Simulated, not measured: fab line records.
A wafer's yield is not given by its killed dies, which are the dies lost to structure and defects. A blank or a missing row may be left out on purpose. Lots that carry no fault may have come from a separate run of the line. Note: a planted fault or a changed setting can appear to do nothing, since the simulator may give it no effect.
Matching of chambers -- flow n5-finfet -- N5_BEOL_M7_ILD_DEP_00 on pecvd-03: 3 sister chambers
The step deposits SiCOH lowk from DEMS/porogen, target thk 179.75 nm, time 33.4 s. 3 wafers are shown with their chamber, then 8 later ones without.

WAFERS WITH THEIR CHAMBER
wafer,chamber,heater-power-w (W)
L090.1,2,338
L090.4,0,378
L093.1,1,222

WAFERS MISSING THEIR CHAMBER
wafer,heater-power-w (W)
L093.3,233
L093.6,384
L091.2,320
L091.3,378
L091.6,313
L096.4,253
L096.5,304
L096.6,354

THE CHAMBER EACH PASSED THROUGH
wafer,from the rows above,in truth
L093.3,1,1
L093.6,can't be placed: 0 or 2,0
L091.2,can't be placed: 2 or 0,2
L091.3,can't be placed: 0 or 2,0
L091.6,can't be placed: 2 or 0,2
L096.4,1,1
L096.5,can't be placed: 2 or 0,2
L096.6,can't be placed: 2 or 0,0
Placed correctly: 2 of 8. These rows do not allow placing 6 (true chamber among the candidates in 6). Placed wrongly: 0.
How it was worked out, from the rows above alone: a wafer's distance from a chamber is the root of the sum, over the readings, of the square of ((its reading less the chamber's mean) divided by the reading's scatter). If the next closest chamber is less than 2 further off than the closest, the wafer can't be placed; otherwise it belongs to the closest. A chamber's mean is the mean of its shown wafers. The scatter: with one shown wafer a chamber, the root of the mean of the squares of how far each hidden wafer lies from its nearest shown one.
